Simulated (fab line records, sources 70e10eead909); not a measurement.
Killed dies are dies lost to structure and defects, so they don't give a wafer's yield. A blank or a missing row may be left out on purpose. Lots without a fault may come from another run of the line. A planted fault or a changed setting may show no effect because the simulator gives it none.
Chamber matching | flow nand_harc | NHARC_A_BONDPAD_ETCH_34 on rie_diel-09: 4 sister chambers
The step etches the open film in N2/H2, target depth 60 nm, overetch 18 nm, time 65.91 s. 17 wafers are shown with their chamber, then 8 later ones without.

WAFERS WITH THEIR CHAMBER
wafer  | chamber | showerhead_plenum_p_Torr (Torr) | drypump_motor_current_A (A) | rf_vpp_V (V)
L859.1 | 3       | 1.90                            | 6.5                         | 426.3
L859.5 | 2       | 2.16                            | 4.9                         | 433.8
L859.6 | 1       | 2.03                            | 5.7                         | 430.8
L857.2 | 3       | 1.90                            | 6.6                         | 427.2
L857.5 | 3       | 1.90                            | 6.6                         | 428.0
L857.6 | 2       | 2.16                            | 4.9                         | 434.4
L858.1 | 1       | 2.03                            | 5.7                         | 430.2
L858.2 | 0       | 2.11                            | 6.4                         | 432.1
L858.5 | 0       | 2.11                            | 6.4                         | 434.9
L860.1 | 2       | 2.15                            | 4.9                         | 435.7
L860.4 | 1       | 2.03                            | 5.8                         | 430.5
L860.5 | 1       | 2.03                            | 5.7                         | 431.2
L864.2 | 2       | 2.15                            | 4.9                         | 431.6
L864.5 | 3       | 1.90                            | 6.5                         | 427.1
L864.6 | 0       | 2.11                            | 6.4                         | 431.7
L866.5 | 0       | 2.11                            | 6.4                         | 434.8
L873.4 | 0       | 2.11                            | 6.4                         | 432.4

SIGNATURES (means of the wafers above)
reading                  | chamber 0 | chamber 1 | chamber 2 | chamber 3 | scatter within a chamber
showerhead_plenum_p_Torr | 2.1100    | 2.0300    | 2.1550    | 1.9000    | 0.00277
drypump_motor_current_A  | 6.400     | 5.725     | 4.900     | 6.550     | 0.0367
rf_vpp_V                 | 433.180   | 430.675   | 433.875   | 427.150   | 1.25
Rule: a wafer's distance from a chamber is the root of the sum, over the readings, of the square of ((its reading less the chamber's mean) divided by the reading's scatter). The wafer belongs to the nearest chamber; if the next one is less than 2 further off, it can't be placed. The scatter: the root of (the sum of the squares of (reading less its chamber's mean) over the shown wafers, divided by (wafers less chambers)).

WAFERS WITHOUT THEIR CHAMBER
wafer  | showerhead_plenum_p_Torr (Torr) | drypump_motor_current_A (A) | rf_vpp_V (V)
L873.5 | 2.15                            | 4.9                         | 432.2
L873.6 | 1.90                            | 6.6                         | 427.2
L877.1 | 2.15                            | 4.9                         | 433.3
L877.2 | 1.90                            | 6.5                         | 428.2
L877.6 | 2.15                            | 4.9                         | 434.0
L876.2 | 2.15                            | 4.9                         | 433.4
L876.3 | 1.90                            | 6.6                         | 427.5
L876.4 | 2.11                            | 6.4                         | 432.8

WHICH CHAMBER EACH WENT THROUGH
wafer  | from the rows above | in truth
L873.5 | 2                   | 2
L873.6 | 3                   | 3
L877.1 | 2                   | 2
L877.2 | 3                   | 3
L877.6 | 2                   | 2
L876.2 | 2                   | 2
L876.3 | 3                   | 3
L876.4 | 0                   | 0
Placed correctly: 8 of 8. Can't be placed from these rows: 0. Placed wrongly: 0.
